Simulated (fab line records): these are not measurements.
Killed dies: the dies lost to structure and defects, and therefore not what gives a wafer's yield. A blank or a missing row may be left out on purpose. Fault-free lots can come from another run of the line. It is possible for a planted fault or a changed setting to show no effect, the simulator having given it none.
fab line records	flow n5-finfet
record lots=7	wafers=21
route steps=1938 shown BEOL_M3@1018 BEOL_M4@1021 BEOL_M5@1140 BEOL_M6@1239 BEOL_M7@1308
start-h: the number of hours between the record's first day and the start of the first shown wafer of the lot	wait-h: hours since the lot's step before	" the same as in the row above	L1.1+2: a row that stands for several wafers	- either no value or no given start	* or withheld: withheld	< > ~ a bound
route shown NAME@n: a module of which the file shows steps, and the number in the route of the first	usual: average and standard deviation across the fault-free wafers	same: alike in all rows	chamber/n: place in a boat	sites: readings site by site	_std_site: how widely they spread, as a standard deviation	_edge_site: the outer-site mean with the inner-site mean subtracted	radius-mm: for every site, how far away it sits from the centre of the wafer	mask NAME#n: copy n	behind: tool/chamber where the wafer was last shaped	hold: cause of the lot's hold/its duration in hours/its outcome	device: transistor that didn't switch, given as n, p or np	end of line: the same wafers' tests at the end of the route	for a step that has no rows: nothing shown but its recipe	killed: count of dies lost to structure and defects at first sort (not the wafer's yield)	map: a wafer's dies, marking killed ones x, the rest . and places with no die _
set.NAME: the setting the step ran with; set.NAME@STEP: the setting that earlier step ran with	model.NAME: the simulator's own value behind a step, which no gauge read
lots run with intentionally changed settings; tables by step, rows by wafer
## steps
# step N5_BEOL_M3_DEP_57
# recipe material=SiCN	target-thk-a=80	temp-c=withheld	precursor=3MS/NH3	pressure-torr=3	rf-w=202	time-s=14
lot.wafer	tool	chamber	start-h	wait-h	set.time-s	model.SiCN_of_BEOL_M3_DEP_57.thk-nm
L074.3+6	pecvd-01	1,2	184.46	0.0	14	7.8
L074.4	"	0	"	"	14	8
L076.2	pecvd-04	2	191.93	0.0	13.22	7.6
L076.3	"	1	"	"	14	7.8
L076.6	"	0	"	"	14	8.2
L077.2+4	pecvd-02	0	202.98	0.0	14	8.2
L077.3	"	2	"	"	14	7.8
L078.1	pecvd-02	2	206.59	0.0	12.55	6.8
L078.2	"	0	"	"	14	8
L078.5	"	1	"	"	12.55	7.2
L079.1	pecvd-01	0	212.20	0.0	15.8	8.8
L079.3	"	1	"	"	14	7.6
L079.5	"	0	"	"	15.8	9
L096.1+3+6	pecvd-02	2,0,0	315.96	0.0	14	8
L097.1+2+6	pecvd-04	0,2,1	322.08	0.0	14	7.8
# step N5_BEOL_M4_ILD_DEP_00
# recipe material=SiOC	target-thk-a=790	temp-c=350	precursor=DEMS/O2	pressure-torr=5	rf-w=500	time-s=15.3
lot.wafer	tool	chamber	start-h	wait-h	set.time-s	model.SiOC_of_BEOL_M4_ILD_DEP_00.thk-nm
L074.3	pecvd-01	0	184.59	0.0	15.3	77
L074.4	"	1	"	"	16.38	82.8
L074.6	"	0	"	"	16.38	84.2
L076.2	pecvd-03	0	192.06	0.0	15.3	79.4
L076.3	"	2	"	"	13.84	69.8
L076.6	"	0	"	"	15.3	81
L077.2	pecvd-01	1	203.11	0.0	15.3	78
L077.3	"	0	"	"	14.68	75.6
L077.4	"	1	"	"	14.68	76.6
L078.1	pecvd-01	1	206.72	0.0	13.19	68.2
L078.2	"	0	"	"	15.3	79
L078.5	"	0	"	"	15.3	79.2
L079.1	pecvd-04	0	212.35	0.0	15.3	78
L079.3	"	2	"	"	15.3	77.2
L079.5	"	1	"	"	15.97	83
L096.1	pecvd-04	2	316.09	0.0	15.3	77.4
L096.3	"	1	"	"	15.3	78.2
L096.6	"	2	"	"	15.3	79.6
L097.1	pecvd-03	0	322.21	0.0	15.3	79.2
L097.2	"	1	"	"	15.3	77.6
L097.6	"	1	"	"	15.3	78.2
# step N5_BEOL_M4_THK_MEAS_01
# recipe reads=SiOC_of_BEOL_M4_ILD_DEP_00
# usual M4_ILD_THK=78.8/1.1
lot.wafer	tool	chamber	start-h	wait-h	set.time-s@BEOL_M4_ILD_DEP_00	M4_ILD_THK[nm]
L074.3	film-metro-01	-	184.66	0.1	15.3	77.1
L074.4	"	-	"	"	16.38	82.8
L074.6	"	-	"	"	16.38	84.2
L076.2	film-metro-01	-	192.13	0.1	15.3	79.5
L076.3	"	-	"	"	13.84	69.8
L076.6	"	-	"	"	15.3	81.0
L077.2	film-metro-01	-	203.19	0.1	15.3	78.0
L077.3	"	-	"	"	14.68	75.5
L077.4	"	-	"	"	14.68	76.6
L078.1	film-metro-02	-	206.80	0.1	13.19	68.2
L078.2	"	-	"	"	15.3	78.9
L078.5	"	-	"	"	15.3	79.1
L079.1	film-metro-01	-	212.41	0.0	15.3	78.0
L079.3	"	-	"	"	15.3	77.2
L079.5	"	-	"	"	15.97	83.0
L096.1	film-metro-02	-	316.16	0.0	15.3	77.4
L096.3	"	-	"	"	15.3	78.2
L096.6	"	-	"	"	15.3	79.6
L097.1	film-metro-02	-	322.28	0.0	15.3	79.1
L097.2	"	-	"	"	15.3	77.6
L097.6	"	-	"	"	15.3	78.1
# step N5_BEOL_M5_COAT_66
# recipe resist=SiARC	temp-c=220	time-s=60	spin-rpm=1500	resist-thk-nm=12
lot.wafer	tool	chamber	start-h	wait-h	set.spin-rpm	model.SiARC_of_BEOL_M5_COAT_66.thk-nm
L074.3+6	litho-track-03	0	-	-	1500	12
L074.4	"	0	"	"	1452	12.2
L076.2+6	litho-track-01	0	-	-	1500	12
L076.3	"	0	"	"	1598	11.6
L077.2+3+4	litho-track-05	0	-	-	1500	12
L078.1+2	litho-track-01	0	-	-	1334	12.8
L078.5	"	0	"	"	1500	12
L079.1+3+5	litho-track-03	0	-	-	1500	12
L096.1	litho-track-01	0	-	-	1500	12
L096.3+6	"	0	"	"	1378	12.6
L097.1+2+6	litho-track-03	0	-	-	1500	12
# step N5_BEOL_M5_COAT_22
# recipe resist=CAR-EUV	spin-rpm=1500	resist-thk-nm=30
lot.wafer	tool	chamber	start-h	wait-h	set.spin-rpm	model.CAR-EUV_of_BEOL_M5_COAT_22.thk-nm
L074.3+4+6	litho-track-03	0	-	-	1500	30
L076.2+3	litho-track-01	0	-	-	1500	30.2
L076.6	"	0	"	"	1500	30
L077.2+3	litho-track-05	0	-	-	1500	30.2
L077.4	"	0	"	"	1500	30
L078.1+5	litho-track-01	0	-	-	1665	28.6
L078.2	"	0	"	"	1500	30.2
L079.1	litho-track-03	0	-	-	1500	30
L079.3	"	0	"	"	1435	30.6
L079.5	"	0	"	"	1435	30.8
L096.1	litho-track-01	0	-	-	1500	29.8
L096.3	"	0	"	"	1500	30
L096.6	"	0	"	"	1569	29.4
L097.1+2+6	litho-track-03	0	-	-	1500	30
# step N5_BEOL_M5_EBR_24
# recipe solvent=PGMEA	ebr-width-mm=1.5
# step N5_BEOL_M5_SOFTBAKE_23
# recipe temp-c=110	time-s=60	resist=CAR-EUV
# step N5_BEOL_M5_EXPOSE_25
# recipe mask-id=V4	na=0.33	source-shape=quasar	sigma-inner=0.2	sigma-outer=0.6	polarization=unpolarized	defocus-nm=10	dose-mj=52.75
# step N5_BEOL_M5_PEB_26
# recipe peb-temp-c=100	peb-time-s=60	resist=CAR-EUV
# step N5_BEOL_M5_DEVELOP_27
# recipe develop-time-s=30	developer=TMAH	resist=CAR-EUV	rinse-liquid=surfactant-rinse	dry=air-spin	dev-temp-c=23
lot.wafer	tool	chamber	start-h	wait-h	set.spin-rpm@BEOL_M5_COAT_22	model.CAR-EUV_of_BEOL_M5_COAT_22.thk-nm
L074.3+4+6	litho-track-05	0	-	-	1500	29.6
L076.2+3+6	litho-track-05	0	-	-	1500	29.6
L077.2	litho-track-01	0	-	-	1500	29.8
L077.3+4	"	0	"	"	1500	29.6
L078.1+5	litho-track-05	0	-	-	1665	28
L078.2	"	0	"	"	1500	29.6
L079.1	litho-track-03	0	-	-	1500	29.6
L079.3+5	"	0	"	"	1435	30.2
L096.1	litho-track-01	0	-	-	1500	29.4
L096.3	"	0	"	"	1500	29.6
L096.6	"	0	"	"	1569	28.8
L097.1+6	litho-track-01	0	-	-	1500	29.4
L097.2	"	0	"	"	1500	29.6
# step N5_BEOL_M5_DESCUM_33
# recipe chemistry=O2	time-s=7	source-power-w=50	bias-power-w=20	pressure-mtorr=20	rf-frequency-hz=2.712e+07	temp-c=40	resist=CAR-EUV	o2-flow-sccm=225
# step N5_BEOL_M5_ETCH_75
# recipe chemistry=N2/H2	target=underlayer	target-depth-a=65	mask-material=CAR-EUV	time-s=5.2	ion-energy-ev=200	pressure-mtorr=30	source-w=840	bias-w=150	n2-flow-sccm=200	h2-flow-sccm=200	ends=cleared
lot.wafer	tool	chamber	start-h	wait-h	set.spin-rpm@BEOL_M5_COAT_22	model.CAR-EUV_of_BEOL_M5_COAT_22.thk-nm
L074.3+6	rie-diel-05	3,2	214.05	0.0	1500	20.4
L074.4	"	2	"	"	1500	20.2
L076.2	rie-diel-05	3	230.47	0.0	1500	20.4
L076.3+6	"	0,1	"	"	1500	20.6
L077.2+4	rie-diel-05	2,3	243.52	0.0	1500	20.4
L077.3	"	0	"	"	1500	20.6
L078.1+5	rie-diel-02	1,3	249.50	0.0	1665	18.8
L078.2	"	2	"	"	1500	20.6
L079.1	rie-diel-02	0	255.34	0.0	1500	20.2
L079.3	"	3	"	"	1435	21
L079.5	"	2	"	"	1435	21.2
L096.1	rie-diel-02	1	351.51	0.0	1500	20.2
L096.3	"	3	"	"	1500	20.4
L096.6	"	3	"	"	1569	19.6
L097.1+2	rie-diel-06	0,2	356.37	0.0	1500	20.4
L097.6	"	2	"	"	1500	20.2
# step N5_BEOL_M5_ETCH_67
# recipe chemistry=CF4	target=SiARC	target-depth-a=156	mask-material=CAR-EUV	time-s=26	ion-energy-ev=80	pressure-mtorr=40	source-w=545	bias-w=36	Ar_flow_sccm=100	cf4-flow-sccm=100	ends=cleared
lot.wafer	tool	chamber	start-h	wait-h	set.spin-rpm@BEOL_M5_COAT_66	set.spin-rpm@BEOL_M5_COAT_22	model.CAR-EUV_of_BEOL_M5_COAT_22.thk-nm	model.etch.depth-nm
L074.3	rie-diel-05	3	214.06	0.0	1500	1500	11.2	12.01
L074.4	"	2	"	"	1452	1500	11	12.23
L074.6	"	2	"	"	1500	1500	11.2	11.99
L076.2	rie-diel-05	3	230.48	0.0	1500	1500	11.4	11.96
L076.3	"	0	"	"	1598	1500	11.6	11.57
L076.6	"	1	"	"	1500	1500	11.4	11.97
L077.2	rie-diel-05	2	243.54	0.0	1500	1500	11.2	12.03
L077.3	"	0	"	"	1500	1500	11.2	12.02
L077.4	"	3	"	"	1500	1500	11.2	12.01
L078.1	rie-diel-02	1	249.52	0.0	1334	1665	9	12.74
L078.2	"	2	"	"	1334	1500	10.8	12.75
L078.5	"	3	"	"	1500	1665	9.6	12.02
L079.1	rie-diel-02	0	255.36	0.0	1500	1500	11	12.04
L079.3	"	3	"	"	1500	1435	11.8	12.01
L079.5	"	2	"	"	1500	1435	12	12
L096.1	rie-diel-02	1	351.53	0.0	1500	1500	11	12
L096.3	"	3	"	"	1378	1500	10.8	12.52
L096.6	"	3	"	"	1378	1569	10	12.52
L097.1+6	rie-diel-06	0,2	356.39	0.0	1500	1500	11.2	11.95
L097.2	"	2	"	"	1500	1500	11.2	11.94
# step N5_BEOL_M5_ETCH_68
# recipe chemistry=N2/H2	target=SOC	target-depth-a=800	overetch-a=160	mask-material=SiARC	temp-c=40	time-s=120	ion-energy-ev=200	pressure-mtorr=30	source-w=840	bias-w=150	n2-flow-sccm=200	h2-flow-sccm=200
lot.wafer	tool	chamber	start-h	wait-h	set.spin-rpm@BEOL_M5_COAT_66	model.SiARC_of_BEOL_M5_COAT_66.thk-nm
L074.3+6	rie-diel-05	3,2	214.09	0.0	1500	6.4
L074.4	"	2	"	"	1452	6.6
L076.2	rie-diel-05	3	230.51	0.0	1500	6.4
L076.3	"	0	"	"	1598	5.8
L076.6	"	1	"	"	1500	6.6
L077.2+3+4	rie-diel-05	2,0,3	243.56	0.0	1500	6.4
L078.1	rie-diel-02	1	249.55	0.0	1334	7
L078.2	"	2	"	"	1334	6.8
L078.5	"	3	"	"	1500	6.2
L079.1	rie-diel-02	0	255.39	0.0	1500	6.2
L079.3	"	3	"	"	1500	6.4
L079.5	"	2	"	"	1500	6
L096.1	rie-diel-02	1	351.56	0.0	1500	6.2
L096.3+6	"	3	"	"	1378	6.8
L097.1	rie-diel-06	0	356.43	0.0	1500	6.2
L097.2+6	"	2	"	"	1500	6.4
# step N5_BEOL_M5_TRENCH_ETCH_37
# recipe chemistry=C4F6/O2	target-depth-a=716.52	target=SiCOH_lowk	time-s=24.7	ion-energy-ev=250	pressure-mtorr=30	source-w=345	bias-w=185	Ar_flow_sccm=300	C4F6_flow_sccm=10	O2_flow_sccm=10
# usual rf-vpp-V=671/9.7
lot.wafer	tool	chamber	start-h	wait-h	set.source-w	rf-vpp-V	model.BEOL_M5.feature-depth-nm	model.etch.depth-nm
L074.3	rie-diel-05	3	-	-	403.9	619	75.2	75.21
L074.4	"	2	"	"	345	659	72	71.97
L074.6	"	2	"	"	345	658	71.4	71.48
L076.2	rie-diel-05	3	-	-	322	696	68.4	68.5
L076.3	"	0	"	"	322	689	71	70.96
L076.6	"	1	"	"	322	694	67.4	67.31
L077.2	rie-diel-05	2	-	-	287.9	722	66.4	66.32
L077.3	"	0	"	"	287.9	730	67.2	67.27
L077.4	"	3	"	"	345	672	70.2	70.11
L078.1	rie-diel-02	1	-	-	345	687	72	71.93
L078.2	"	2	"	"	345	684	73	73.1
L078.5	"	3	"	"	345	668	73	72.92
L079.1	rie-diel-02	0	-	-	403	616	78.2	78.18
L079.3	"	3	"	"	345	668	72.8	72.8
L079.5	"	2	"	"	403	631	77.4	77.35
L096.1	rie-diel-02	1	-	-	345	688	72.4	72.36
L096.3	"	3	"	"	345	668	72.4	72.49
L096.6	"	3	"	"	345	668	72.8	72.89
L097.1	rie-diel-06	0	-	-	345	660	70.8	70.87
L097.2	"	2	"	"	345	674	70.2	70.14
L097.6	"	2	"	"	345	675	69.4	69.35
# step N5_BEOL_M5_ETCH_41
# recipe chemistry=CH3F/O2	target=SiCN	target-depth-a=315	taper-deg=2	time-s=56.7	ion-energy-ev=120	mask-material=TiN	pressure-mtorr=30	source-w=395	bias-w=75	Ar_flow_sccm=150	CH3F_flow_sccm=30	O2_flow_sccm=20
# usual rf-vpp-V=297.2/1.7
lot.wafer	tool	chamber	start-h	wait-h	set.source-w	rf-vpp-V	model.etch.depth-nm
L074.3	rie-diel-05	3	-	-	395	296.9	21.58
L074.4	"	2	"	"	395	298.2	21.77
L074.6	"	2	"	"	358.5	308.6	20.88
L076.2	rie-diel-05	3	-	-	458.2	281.8	22.18
L076.3	"	0	"	"	458.2	280.9	23.18
L076.6	"	1	"	"	395	297.6	20.53
L077.2	rie-diel-05	2	-	-	395	297.9	21.6
L077.3	"	0	"	"	452.8	285.2	23
L077.4	"	3	"	"	395	296.0	21.15
L078.1	rie-diel-02	1	-	-	395	299.6	21.65
L078.2	"	2	"	"	426.6	287.8	22.88
L078.5	"	3	"	"	426.6	288.5	22.82
L079.1	rie-diel-02	0	-	-	395	298.9	22.21
L079.3	"	3	"	"	395	299.2	21.92
L079.5	"	2	"	"	454.4	283.6	23.25
L096.1	rie-diel-02	1	-	-	395	299.4	21.95
L096.3	"	3	"	"	395	298.6	21.9
L096.6	"	3	"	"	395	298.1	21.87
L097.1	rie-diel-06	0	-	-	395	294.9	21.54
L097.2	"	2	"	"	395	298.6	20.94
L097.6	"	2	"	"	395	297.7	21.09
# step N5_BEOL_M5_STRIP_91
# recipe chemistry=N2/H2	time-s=10	power-w=450	temp-c=40	pressure-mtorr=20	rf-frequency-hz=6e+07	bias-power-w=7	n2-flow-sccm=200	h2-flow-sccm=200
# step N5_BEOL_M5_OCD_MEAS_38
# usual trench-depth-nm=71.7/1.3
lot.wafer	tool	chamber	start-h	wait-h	set.source-w@BEOL_M5_TRENCH_ETCH_37	trench-depth-nm
L074.3	ocd-01	-	214.43	-	403.9	74.9
L074.4	"	-	"	"	345	71.9
L074.6	"	-	"	"	345	71.4
L076.2	ocd-01	-	230.85	-	322	68.4
L076.3	"	-	"	"	322	70.9
L076.6	"	-	"	"	322	67.9
L077.2	ocd-01	-	243.90	-	287.9	66.1
L077.3	"	-	"	"	287.9	67.3
L077.4	"	-	"	"	345	70.6
L078.1	ocd-01	-	249.89	-	345	72.4
L078.2	"	-	"	"	345	73.1
L078.5	"	-	"	"	345	73.0
L079.1	ocd-02	-	255.72	-	403	78.3
L079.3	"	-	"	"	345	72.9
L079.5	"	-	"	"	403	77.3
L096.1	ocd-02	-	351.90	-	345	72.1
L096.3	"	-	"	"	345	72.8
L096.6	"	-	"	"	345	72.3
L097.1	ocd-01	-	356.93	-	345	70.6
L097.2	"	-	"	"	345	70.3
L097.6	"	-	"	"	345	69.1
# step N5_BEOL_M6_TRENCH_ETCH_37
# recipe chemistry=C4F6/O2	target-depth-a=944.35	target=SiCOH_lowk	time-s=31.5	ion-energy-ev=250	pressure-mtorr=30	source-w=345	bias-w=185	Ar_flow_sccm=300	C4F6_flow_sccm=10	O2_flow_sccm=10
# usual rf-vpp-V=671/13
lot.wafer	tool	chamber	start-h	wait-h	set.bias-w	rf-vpp-V
L074.3	rie-diel-04	0	-	-	207.5	725
L074.4	"	2	"	"	185	686
L074.6	"	0	"	"	207.5	725
L076.2	rie-diel-01	0	-	-	185	651
L076.3	"	2	"	"	215	747
L076.6	"	3	"	"	185	664
L077.2	rie-diel-03	2	-	-	185	671
L077.3	"	3	"	"	185	661
L077.4	"	2	"	"	185	671
L078.1	rie-diel-03	0	-	-	185	676
L078.2	"	2	"	"	203.7	725
L078.5	"	3	"	"	203.7	714
L079.1	rie-diel-01	1	-	-	185	672
L079.3	"	3	"	"	185	664
L079.5	"	3	"	"	185	665
L096.1	rie-diel-03	1	-	-	185	668
L096.3	"	2	"	"	185	671
L096.6	"	3	"	"	185	662
L097.1	rie-diel-04	0	-	-	185	660
L097.2	"	3	"	"	185	698
L097.6	"	0	"	"	185	662
# step N5_BEOL_M7_TRENCH_ETCH_37
# recipe chemistry=C4F6/O2	target-depth-a=934.78	target=SiCOH_lowk	time-s=31.2	ion-energy-ev=250	pressure-mtorr=30	source-w=345	bias-w=185	Ar_flow_sccm=300	C4F6_flow_sccm=10	O2_flow_sccm=10
lot.wafer	tool	chamber	start-h	wait-h	set.time-s	model.BEOL_M7.feature-depth-nm	model.etch.depth-nm
L074.3	rie-diel-06	3	-	-	31.2	91.8	91.76
L074.4	"	0	"	"	31.2	94.8	94.7
L074.6	"	2	"	"	25.13	75.4	75.42
L076.2	rie-diel-05	0	-	-	31.2	94.4	94.32
L076.3	"	1	"	"	38.05	109.6	109.6
L076.6	"	1	"	"	31.2	90.2	90.18
L077.2	rie-diel-06	1	-	-	31.2	94	93.91
L077.3	"	0	"	"	31.2	93.8	93.78
L077.4	"	2	"	"	31.2	92.4	92.47
L078.1	rie-diel-02	2	-	-	31.2	94.8	94.84
L078.2	"	0	"	"	31.2	95.4	95.35
L078.5	"	1	"	"	31.2	93.8	93.87
L079.1	rie-diel-06	2	-	-	31.2	91.8	91.81
L079.3	"	1	"	"	31.2	94.6	94.59
L079.5	"	2	"	"	31.2	92	92.03
L096.1	rie-diel-02	2	-	-	31.2	93.6	93.59
L096.3	"	1	"	"	31.2	91.8	91.74
L096.6	"	1	"	"	31.2	92.4	92.43
L097.1	rie-diel-06	2	-	-	31.2	89.8	89.83
L097.2	"	3	"	"	31.2	93.4	93.46
L097.6	"	3	"	"	31.2	93.6	93.63
# step N5_BEOL_M7_ETCH_41
# recipe chemistry=CH3F/O2	target=SiCN	target-depth-a=319	taper-deg=2	time-s=57.8	ion-energy-ev=120	mask-material=TiN	pressure-mtorr=30	source-w=395	bias-w=75	Ar_flow_sccm=150	CH3F_flow_sccm=30	O2_flow_sccm=20
# step N5_BEOL_M7_STRIP_80
# recipe chemistry=N2/H2	time-s=10	power-w=450	temp-c=40	pressure-mtorr=20	rf-frequency-hz=6e+07	bias-power-w=7	n2-flow-sccm=200	h2-flow-sccm=200
# step N5_BEOL_M7_OCD_MEAS_38
# usual trench-depth-nm=93.6/1.3
lot.wafer	tool	chamber	start-h	wait-h	set.time-s@BEOL_M7_TRENCH_ETCH_37	trench-depth-nm
L074.3	ocd-01	-	235.43	-	31.2	91.5
L074.4	"	-	"	"	31.2	95.2
L074.6	"	-	"	"	25.13	74.8
L076.2	ocd-02	-	250.20	-	31.2	94.4
L076.3	"	-	"	"	38.05	109.4
L076.6	"	-	"	"	31.2	90.5
L077.2	ocd-02	-	263.93	-	31.2	94.4
L077.3	"	-	"	"	31.2	94.4
L077.4	"	-	"	"	31.2	92.4
L078.1	ocd-01	-	271.75	-	31.2	95.0
L078.2	"	-	"	"	31.2	95.4
L078.5	"	-	"	"	31.2	93.5
L079.1	ocd-02	-	276.11	-	31.2	92.2
L079.3	"	-	"	"	31.2	94.5
L079.5	"	-	"	"	31.2	91.8
L096.1	ocd-02	-	374.69	-	31.2	94.3
L096.3	"	-	"	"	31.2	91.5
L096.6	"	-	"	"	31.2	92.3
L097.1	ocd-02	-	383.10	-	31.2	90.1
L097.2	"	-	"	"	31.2	93.3
L097.6	"	-	"	"	31.2	93.1
## key
split step=N5_BEOL_M3_DEP_57	setting=time-s	stated=14	by=wafer
response step=N5_BEOL_M3_DEP_57	reading=model.SiCN_of_BEOL_M3_DEP_57.thk-nm	change=+0.0965	per=1%	r=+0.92
split step=N5_BEOL_M4_ILD_DEP_00	setting=time-s	stated=15.3	by=wafer
response step=N5_BEOL_M4_ILD_DEP_00	reading=model.SiOC_of_BEOL_M4_ILD_DEP_00.thk-nm	change=+0.891	per=1%	r=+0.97
response step=N5_BEOL_M4_THK_MEAS_01	reading=M4_ILD_THK	change=+0.89	per=1%	r=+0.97
split step=N5_BEOL_M5_COAT_66	setting=spin-rpm	stated=1500	by=wafer
response step=N5_BEOL_M5_COAT_66	reading=model.SiARC_of_BEOL_M5_COAT_66.thk-nm	change=-0.0703	per=1%	r=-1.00
response step=N5_BEOL_M5_ETCH_67	reading=model.etch.depth-nm	change=-0.0646	per=1%	r=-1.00
response step=N5_BEOL_M5_ETCH_68	reading=model.SiARC_of_BEOL_M5_COAT_66.thk-nm	change=-0.0739	per=1%	r=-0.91
response step=N5_BEOL_M5_ETCH_67	reading=model.CAR-EUV_of_BEOL_M5_COAT_22.thk-nm	slope=+0.0431	per=1%	together-with=spin-rpm@BEOL_M5_COAT_22	explained=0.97
split step=N5_BEOL_M5_COAT_22	setting=spin-rpm	stated=1500	by=wafer
response step=N5_BEOL_M5_COAT_22	reading=model.CAR-EUV_of_BEOL_M5_COAT_22.thk-nm	change=-0.142	per=1%	r=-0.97
response step=N5_BEOL_M5_DEVELOP_27	reading=model.CAR-EUV_of_BEOL_M5_COAT_22.thk-nm	change=-0.146	per=1%	r=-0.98
response step=N5_BEOL_M5_ETCH_75	reading=model.CAR-EUV_of_BEOL_M5_COAT_22.thk-nm	change=-0.167	per=1%	r=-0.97
response step=N5_BEOL_M5_ETCH_67	reading=model.CAR-EUV_of_BEOL_M5_COAT_22.thk-nm	slope=-0.164	per=1%	together-with=spin-rpm@BEOL_M5_COAT_66	explained=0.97
split step=N5_BEOL_M5_TRENCH_ETCH_37	setting=source-w	stated=345	by=wafer
response step=N5_BEOL_M5_TRENCH_ETCH_37	reading=rf-vpp-V	change=-2.76	per=1%	r=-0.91
response step=N5_BEOL_M5_TRENCH_ETCH_37	reading=model.BEOL_M5.feature-depth-nm	change=+0.236	per=1%	r=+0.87
response step=N5_BEOL_M5_TRENCH_ETCH_37	reading=model.etch.depth-nm	change=+0.233	per=1%	r=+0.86
response step=N5_BEOL_M5_OCD_MEAS_38	reading=trench-depth-nm	change=+0.238	per=1%	r=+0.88
split step=N5_BEOL_M5_ETCH_41	setting=source-w	stated=395	by=wafer
response step=N5_BEOL_M5_ETCH_41	reading=rf-vpp-V	change=-1.01	per=1%	r=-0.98
response step=N5_BEOL_M5_ETCH_41	reading=model.etch.depth-nm	change=+0.11	per=1%	r=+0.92
split step=N5_BEOL_M6_TRENCH_ETCH_37	setting=bias-w	stated=185	by=wafer
response step=N5_BEOL_M6_TRENCH_ETCH_37	reading=rf-vpp-V	change=+4.63	per=1%	r=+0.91
split step=N5_BEOL_M7_TRENCH_ETCH_37	setting=time-s	stated=31.2	by=wafer
response step=N5_BEOL_M7_TRENCH_ETCH_37	reading=model.BEOL_M7.feature-depth-nm	change=+0.846	per=1%	r=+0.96
response step=N5_BEOL_M7_TRENCH_ETCH_37	reading=model.etch.depth-nm	change=+0.844	per=1%	r=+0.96
response step=N5_BEOL_M7_OCD_MEAS_38	reading=trench-depth-nm	change=+0.851	per=1%	r=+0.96
